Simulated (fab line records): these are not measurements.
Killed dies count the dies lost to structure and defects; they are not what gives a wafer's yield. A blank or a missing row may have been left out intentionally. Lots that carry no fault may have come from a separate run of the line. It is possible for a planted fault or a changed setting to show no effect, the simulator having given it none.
A lot that was struck, set against a sound lot | flow n5_finfet | 23 steps out of a route of 1938
Sound: the wafers L779.2, L779.3, L779.6. Wafers struck: L797.4, L797.5, L797.6. The cause is named last.
Order at every step that has rows: each side's tool, ch and its chambers, its first start. Under that, the readings that differ: sound wafers | struck wafers | difference of the means | sigmas: that difference in standard deviations of wafers without a fault.
alike: words and numbers the same on both sides, and readings whose means are apart by under 2 such deviations; not compared: readings that were withheld, readings missing a value for some wafer, numbers with overlapping values and no deviation given by the record, and bounds like >300 which may hide the same value.
A row with sigmas, a row that says differs or no value, or rows on one side alone: a step with any of these is where the two part. Numbers that have no deviation but don't overlap get no sigmas and don't part them. A reading that every wafer of one side lacks parts them only if that side has two wafers or more.

first, 1 step without rows for these wafers: N5_STI_FIN_REVEAL_CMP_04 (polishes, stops on Si3N4, t overpolish 4 s, target thk 131.83 nm).
N5_STI_FIN_REVEAL_THK_MEAS_05:
  sound: film_metro-01 at day 2 11:03; struck: film_metro-01 at day 6 22:05
  alike: thk_nm
N5_STI_FIN_REVEAL_DENSIFY_30:
  sound on rtp_anneal-02 ch 0, day 2 11:07; struck on rtp_anneal-01 ch 0, day 6 22:11
  alike: lamp_power_pct, lamp_zone_4_pct
  not compared: wafer_temp_C_max
N5_STI_FIN_REVEAL_ETCHBACK_08: etches SiO2 in C4F6/O2, target depth 30.5 nm, time 10.167 s.
  sound on rie_diel-02 ch 0,3, day 2 11:19; struck on rie_diel-02 ch 1,2,3, day 6 22:20
  alike: C4F6_flow_sccm, drypump_motor_current_A, mfc_ar_sccm, oes_product_au, rf_vpp_V, showerhead_plenum_p_Torr, throttle_valve_pct
  not compared: rf_hours_counter_h
N5_STI_FIN_REVEAL_STRIP_24: strips in N2/H2, time 90 s.
  sound on rie_diel-02 ch 0,3, day 2 11:22; struck on rie_diel-02 ch 1,2,3, day 6 22:24
  alike: drypump_motor_current_A, oes_product_au, rf_vpp_V, showerhead_plenum_p_Torr, throttle_valve_pct
  not compared: rf_hours_counter_h
then, 4 steps without rows for these wafers: N5_STI_FIN_REVEAL_PRECLEAN_25 (cleans in SPM, time 90 s); N5_STI_FIN_REVEAL_PRECLEAN_26 (cleans in SC1, time 45 s); N5_STI_FIN_REVEAL_PRECLEAN_29 (cleans in DHF, time 30 s); N5_STI_FIN_REVEAL_SRD_12 (time 30 s).
N5_STI_FIN_REVEAL_RECESS_09: chemistry HF/NH3, target SiO2, afs cycles 11, target depth 42.5 nm, sublimation time 60 s.
  sound on vapor_etch-01 ch 0,1, day 2 11:34; struck on vapor_etch-02 ch 0,1, day 6 23:06
  alike: drypump_motor_current_A
then, 2 steps without rows for these wafers: N5_STI_FIN_REVEAL_STRIP_16 (strips SiNx in H3PO4, target depth 23.8 nm); N5_STI_FIN_REVEAL_PRECLEAN_17 (cleans in NF3:NH3, afs cycles 1, time 20 s, sublimation time 60 s).
N5_STI_FIN_REVEAL_ETCH_34: etches Si in H2, material Si, target depth 0.97 nm.
  sound on rie_si-05 ch 1,3, day 2 13:40; struck on rie_si-04 ch 0,2,3, day 7 00:40
  no value came back on the struck wafers for any of 5 readings (bias_w (W), chamber_pressure_mTorr (mTorr) and others); on the sound wafers bias_w (W) reads 0 0 0
  not compared: rf_hours_counter_h
then, 4 steps without rows for these wafers: N5_STI_FIN_REVEAL_OXIDATION_31 (chemistry O2 PLASMA REMOTE, time 20 s); N5_STI_FIN_REVEAL_PRECLEAN_32 (cleans in NF3:NH3, afs cycles 1, time 20 s, sublimation time 60 s); N5_STI_FIN_REVEAL_STRIP_35 (strips Si3N4 in H3PO4, target depth 4 nm, time 39 s); N5_STI_FIN_REVEAL_SRD_21 (time 30 s).
N5_STI_FIN_REVEAL_OXIDATION_33: chemistry O2 PLASMA REMOTE, time 20 s.
  sound on plasma_asher-02 ch 1, day 2 14:05; struck on plasma_asher-01 ch 0,1, day 7 01:05
  reading                     | sound       | struck      | difference | sigmas
  drypump_motor_current_A (A) | 5.1 5.1 5.1 | 6.0 5.6 6.0 | +0.8       | +2
  heater_power_w (W)          | 135 137 134 | 162 154 157 | +22        | +2
  not compared: rf_hours_counter_h
then, 2 steps without rows for these wafers: N5_STI_FIN_REVEAL_CLEAN_19 (cleans in O3/DIW, time 120 s); N5_STI_FIN_REVEAL_SRD_23 (time 30 s).
N5_STI_FIN_REVEAL_CD_MEAS_22: target cd 6.238 nm, pitch 28 nm.
  sound: cd_sem-03 at day 2 14:16; struck: cd_sem-03 at day 7 01:15
  reading    | sound          | struck         | difference | sigmas
  cd_nm (nm) | 6.37 5.97 6.79 | 7.85 7.83 7.69 | +1.41      | +5
N5_STI_FIN_REVEAL_FIN_H_MEAS_10:
  sound: ocd-02 at day 2 14:17; struck: ocd-02 at day 7 01:17
  alike: trench_depth_nm
-- here the record skips 11 days between the struck wafers' starts before and after, leaving off in module STI_FIN_REVEAL and picking up in module PASSIVATION (first step shown: number 1936 of the route) --
N5_PASSIVATION_PROBE_49:
  sound: prober-02 at day 12 08:00; struck: prober-01 at day 17 17:03
  alike: killed_at_M0_to_M3, killed_at_M4_up, killed_at_contacts, killed_at_front_end, killed_at_other, killed_dies, killed_open, killed_short

## WHERE THEY PART
Last at N5_STI_FIN_REVEAL_CD_MEAS_22 as far as this record goes, first at N5_STI_FIN_REVEAL_ETCH_34. Later steps at which nothing parts them and some readings are alike: N5_STI_FIN_REVEAL_FIN_H_MEAS_10, N5_PASSIVATION_PROBE_49.

WHY: what the simulator had put in
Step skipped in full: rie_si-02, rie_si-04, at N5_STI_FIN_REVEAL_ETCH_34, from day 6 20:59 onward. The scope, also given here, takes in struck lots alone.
